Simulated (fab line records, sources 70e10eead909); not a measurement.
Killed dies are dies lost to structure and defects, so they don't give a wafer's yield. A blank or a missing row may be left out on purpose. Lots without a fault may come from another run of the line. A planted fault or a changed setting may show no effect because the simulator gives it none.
A struck lot beside a sound one | flow nand_harc | 41 steps out of a route of 1302
Sound: wafers L584.4, L584.5, L584.6. Struck: wafers L595.1, L595.2, L595.5. The cause comes at the end.
At each step with rows: each side's tool, then ch and its chambers, then its first start. Under that, the readings that differ: sound wafers | struck wafers | difference of the means | sigmas: that difference in standard deviations of wafers without a fault.
alike: readings whose means differ by less than 2 such deviations, and words and numbers that are the same on both sides. not compared: withheld readings, readings that some wafer has no value for, bounds like >300 that may hide the same value, and numbers for which the record gives no deviation and whose values overlap.
The two part at a step that has a row with sigmas, a row that says differs or no value, or rows on one side only. Numbers that don't overlap but have no deviation are shown without sigmas and don't part them. A reading that every wafer of one side lacks parts them only if that side has two wafers or more.

NHARC_A_DECK1_JOINT_ETCHBACK_07: etches the open film in HBr, target depth 105 nm, time 26.9 s.
  sound on rie_si-03 ch 0,1,2, day 11 21:55; struck on rie_si-03 ch 1,3, day 16 01:28
  reading    | sound             | struck            | difference | sigmas
  bias_w (W) | 59.49 60.21 59.65 | 60.23 60.20 60.02 | +0.37      | +2
  alike: drypump_motor_current_A, hbr_flow_sccm, oes_product_au, throttle_valve_pct
  not compared: rf_hours_counter_h
then, 8 steps without rows for these wafers: NHARC_A_DECK1_JOINT_ETCH_25 (etches SiO2 in dHF, target depth 0.5 nm); NHARC_A_DECK1_JOINT_ETCH_19 (etches poly-Si in TMAH, target depth 3 nm); NHARC_A_DECK1_JOINT_ETCH_18 (etches SiO2 in dHF, target depth 3 nm); NHARC_A_DECK1_JOINT_WET_08 (chemistry H3PO4, time 86 s); NHARC_A_DECK1_JOINT_ETCH_09 (etches SiO2 in dHF, target depth 5 nm); NHARC_A_DECK1_JOINT_WET_10 (chemistry H3PO4, time 86 s); NHARC_A_DECK1_JOINT_ETCH_11 (etches SiO2 in dHF, target depth 35 nm); NHARC_A_DECK1_JOINT_CVD_12 (deposits poly-Si, target thk 90 nm, time 1800 s).
NHARC_A_DECK1_JOINT_CMP_13: polishes, target thk 51.023 nm.
  sound on cmp-04 ch 0,1,2, day 12 08:14; struck on cmp-04 ch 0,3, day 16 13:31
  alike: motor_current_A, time_to_endpoint_s
NHARC_A_DECK1_JOINT_THK_MEAS_14: measures by ellipsometry.
  sound on film_metro-01, day 12 08:25; struck on film_metro-01, day 16 13:46
  alike: thk_nm
then, 1 step without rows for these wafers: NHARC_A_DECK1_JOINT_SRD_04.
NHARC_A_DECK1_JOINT_ETCHBACK_00: etches the open film in HBr, target depth 30 nm, time 17.4 s.
  sound on rie_si-01 ch 0,3, day 12 08:37; struck on rie_si-06 ch 0,1, day 16 13:53
  alike: bias_w, drypump_motor_current_A, hbr_flow_sccm, oes_product_au, throttle_valve_pct
  not compared: rf_hours_counter_h
then, 8 steps without rows for these wafers: NHARC_A_DECK1_JOINT_PRECLEAN_30 (cleans in SC1); NHARC_A_DECK1_JOINT_SRD_31; NHARC_A_DECK1_JOINT_CVD_34 (deposits SiNx, target thk 20 nm); NHARC_A_DECK1_JOINT_DEP_06 (deposits SiOx, target thk 80 nm); NHARC_A_DECK1_JOINT_CURE_26 (time 32 s); NHARC_A_DECK1_JOINT_ANNEAL_27 (time 3600 s); NHARC_A_DECK1_JOINT_ANNEAL_28 (time 1800 s); NHARC_A_DECK1_JOINT_ANNEAL_29 (time 1800 s).
NHARC_A_DECK1_JOINT_CMP_02: polishes SiOx.
  sound on cmp-02 ch 1,2,3, day 13 06:04; struck on cmp-03 ch 0,1,2, day 17 13:24
  alike: motor_current_A
then, 1 step without rows for these wafers: NHARC_A_DECK1_JOINT_SRD_15.
NHARC_A_DECK1_JOINT_DEP_16: deposits SiO2, target thk 45 nm.
  sound on pecvd-01 ch 0,1,2, day 13 06:30; struck on pecvd-04 ch 0,1,2, day 17 13:58
  alike: heater_power_outer_w, heater_power_w, susceptor_temp_C, throttle_valve_pct
NHARC_A_DECK1_JOINT_THK_MEAS_17: measures by ellipsometry.
  sound on film_metro-01, day 13 06:42; struck on film_metro-02, day 17 14:16
  alike: thk_nm
then, 1 step without rows for these wafers: NHARC_A_ONON_D2_DEP_00 (target thk 1000 nm).
NHARC_A_ONON_D2_THK_MEAS_02: measures by ellipsometry.
  sound on film_metro-02, day 13 07:19; struck on film_metro-02, day 17 14:53
  alike: thk_nm
then, 1 step without rows for these wafers: NHARC_A_ONON_D2_DEP_03 (target thk 1000 nm).
NHARC_A_ONON_D2_THK_MEAS_05: measures by ellipsometry.
  sound on film_metro-02, day 13 07:53; struck on film_metro-02, day 17 15:27
  alike: thk_nm
then, 1 step without rows for these wafers: NHARC_A_ONON_D2_DEP_06 (target thk 1000 nm).
NHARC_A_ONON_D2_THK_MEAS_08: measures by ellipsometry.
  sound on film_metro-02, day 13 08:27; struck on film_metro-02, day 17 16:01
  alike: thk_nm
then, 1 step without rows for these wafers: NHARC_A_ONON_D2_DEP_09 (target thk 1000 nm).
NHARC_A_ONON_D2_THK_MEAS_11: measures by ellipsometry.
  sound on film_metro-01, day 13 09:01; struck on film_metro-01, day 17 16:35
  alike: thk_nm
then, 1 step without rows for these wafers: NHARC_A_ONON_D2_DEP_12 (target thk 1000 nm).
NHARC_A_ONON_D2_THK_MEAS_14: measures by ellipsometry.
  sound on film_metro-02, day 13 09:35; struck on film_metro-01, day 17 17:09
  alike: thk_nm
then, 2 steps without rows for these wafers: NHARC_A_ONON_D2_ANNEAL_15 (time 3600 s); NHARC_A_ONON_D2_DEP_16 (target thk 1000 nm).
NHARC_A_ONON_D2_THK_MEAS_18: measures by ellipsometry.
  sound on film_metro-02, day 13 20:22; struck on film_metro-02, day 18 00:54
  alike: thk_nm
then, 1 step without rows for these wafers: NHARC_A_ONON_D2_DEP_19 (target thk 1000 nm).
NHARC_A_ONON_D2_THK_MEAS_21: measures by ellipsometry.
  sound on film_metro-01, day 13 20:56; struck on film_metro-01, day 18 01:27
  alike: thk_nm
-- the record jumps here: 12 days lie between the struck wafers' starts before and after (it left off in module A_ONON_D2 and takes up again in module END, whose first step shown is number 1302 of the route) --
NHARC_END_SORT_01:
  the record has rows for the struck wafers here (prober-02 ch 0, day 30 03:19) and none for the sound ones

WHERE THEY PART
First at NHARC_A_DECK1_JOINT_ETCHBACK_07; last, within this record, at NHARC_END_SORT_01.

WHY: what the simulator had put in
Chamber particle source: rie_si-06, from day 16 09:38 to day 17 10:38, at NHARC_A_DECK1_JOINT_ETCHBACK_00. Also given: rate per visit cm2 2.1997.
